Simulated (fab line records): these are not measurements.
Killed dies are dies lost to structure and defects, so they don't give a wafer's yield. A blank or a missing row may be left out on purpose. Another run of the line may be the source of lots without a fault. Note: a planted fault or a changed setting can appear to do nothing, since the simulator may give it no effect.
Split-lot experiment + flow n5 finfet + route with 1938 steps; 7 lots, 21 wafers read

== SPLIT DETAILS ==
At N5_BEOL_M2_ETCH_69 (etches SiARC in CF4, target depth 15.6 nm, time 26 s), the setting bias w was moved away from the recipe's 36 W on 6 of the 21 wafers read, by -12.2% to +17.7%. The other wafers ran this setting at the recipe's value.

Reading taken at the split's own step.

== THE READING ==
rf vpp V, in V, at N5_BEOL_M2_ETCH_69 (etches SiARC in CF4, target depth 15.6 nm, time 26 s). A value of 183.9 V with a standard deviation of 1 V is what fault-free wafers of this fab line usually give.

| wafer  | tool, chamber at the split | bias w as run, W | against the recipe | rf vpp V, V | against lot-mates on the recipe |
|--------|----------------------------|------------------|--------------------|-------------|---------------------------------|
| L076.2 | rie diel-05, 3             | 36               | recipe             | 183.0       | -                               |
| L076.4 | rie diel-05, 2             | 36               | recipe             | 182.3       | -                               |
| L076.5 | rie diel-05, 3             | 36               | recipe             | 182.8       | -                               |
| L079.1 | rie diel-05, 1             | 36               | recipe             | 183.7       | -                               |
| L079.2 | rie diel-05, 0             | 36               | recipe             | 185.1       | -                               |
| L079.4 | rie diel-05, 3             | 36               | recipe             | 182.7       | -                               |
| L083.3 | rie diel-01, 3             | 42.38            | +17.7%             | 204.8       | +20.2                           |
| L083.4 | rie diel-01, 1             | 42.38            | +17.7%             | 204.2       | +19.6                           |
| L083.5 | rie diel-01, 0             | 36               | recipe             | 184.6       | -                               |
| L088.1 | rie diel-01, 2             | 40.72            | +13.1%             | 200.2       | +16.6                           |
| L088.4 | rie diel-01, 3             | 36               | recipe             | 183.7       | -                               |
| L088.5 | rie diel-01, 2             | 36               | recipe             | 183.6       | -                               |
| L089.1 | rie diel-02, 3             | 36               | recipe             | 183.5       | -                               |
| L089.2 | rie diel-02, 0             | 36               | recipe             | 184.0       | -                               |
| L089.4 | rie diel-02, 1             | 36               | recipe             | 187.3       | -                               |
| L090.1 | rie diel-05, 2             | 34               | -5.6%              | 176.6       | -6.3                            |
| L090.2 | rie diel-05, 0             | 36               | recipe             | 182.6       | -                               |
| L090.5 | rie diel-05, 0             | 36               | recipe             | 183.2       | -                               |
| L092.1 | rie diel-01, 0             | 31.61            | -12.2%             | 167.9       | -14.1                           |
| L092.3 | rie diel-01, 3             | 31.61            | -12.2%             | 170.4       | -11.6                           |
| L092.4 | rie diel-01, 1             | 36               | recipe             | 182.0       | -                               |

THE FIT
A straight line over all 21 wafers: rf vpp V changes by +1.2 V for each +1% of bias w; r = +0.99; the points scatter about the line by 1.2 V.
The same after taking each lot's own level away (the mean of its wafers on the recipe; 21 wafers): +1.12 V for each +1%; r = +0.99; scatter 1 V.
According to that fit, moving bias w by its largest amount changes the reading by 20 V.
Across the lots, their own levels run from 182.00 to 184.93 V, a range of 2.9 times the standard deviation given above.
The two slopes agree, so the slope changes little with the lot-to-lot level.
Check: for one of the wafers moved furthest among these (+17.7%), held out of the fit, the line's prediction against its lot-mates is +20 V. It came out at +20.2 V against them.
Tool readings at the split's step, against how far the setting was moved: etch rf on time s r = -0.85; rf vpp V r = +0.99.

== THESE WAFERS: OTHER SPLITS ==
Before the reading, these wafers also passed through other splits. Each is held against what the fit with the lots' levels taken away leaves over:
| other split on the same wafers            | wafers away from the commonest value | r with rf vpp V (lot level and that fit taken away) |
|-------------------------------------------|--------------------------------------|-----------------------------------------------------|
| N5_GATE_CUT_COAT_07 spin rpm              | 4                                    | -0.38                                               |
| N5_MOL_CONTACT_COAG_SPUTTER_130 power w   | 10                                   | +0.09                                               |
| N5_MOL_CONTACT_COAG_CMP_23 down force psi | 5                                    | -0.16                                               |
| N5_MOL_CONTACT_COAG_ALD_131 ald cycles    | 6                                    | +0.16                                               |
| N5_BEOL_M0_SAQP_HM_DEP_02 target thk a    | 5                                    | +0.21                                               |
| N5_BEOL_M0_SAQP_COAT_08 spin rpm          | 9                                    | +0.17                                               |
| N5_BEOL_M0_ETCH_109 bias w                | 9                                    | -0.25                                               |
| N5_BEOL_M1_ETCH_77 source w               | 8                                    | -0.17                                               |

== THE WHOLE CHAIN: every reading that the file lists as answering this split, in the file's order ==
| step               | what it does                                         | reading           | change (the file's fit)              | r (the file's) |
|--------------------|------------------------------------------------------|-------------------|--------------------------------------|----------------|
| N5_BEOL_M2_ETCH_69 | etches SiARC in CF4, target depth 15.6 nm, time 26 s | etch rf on time s | withheld for each +1% of the setting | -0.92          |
| N5_BEOL_M2_ETCH_69 | etches SiARC in CF4, target depth 15.6 nm, time 26 s | rf vpp V          | +1.15 V for each +1% of the setting  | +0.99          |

== THE FILE'S OWN FIT ==
rf vpp V changes by +1.15 V for each +1% of bias w, r = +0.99.
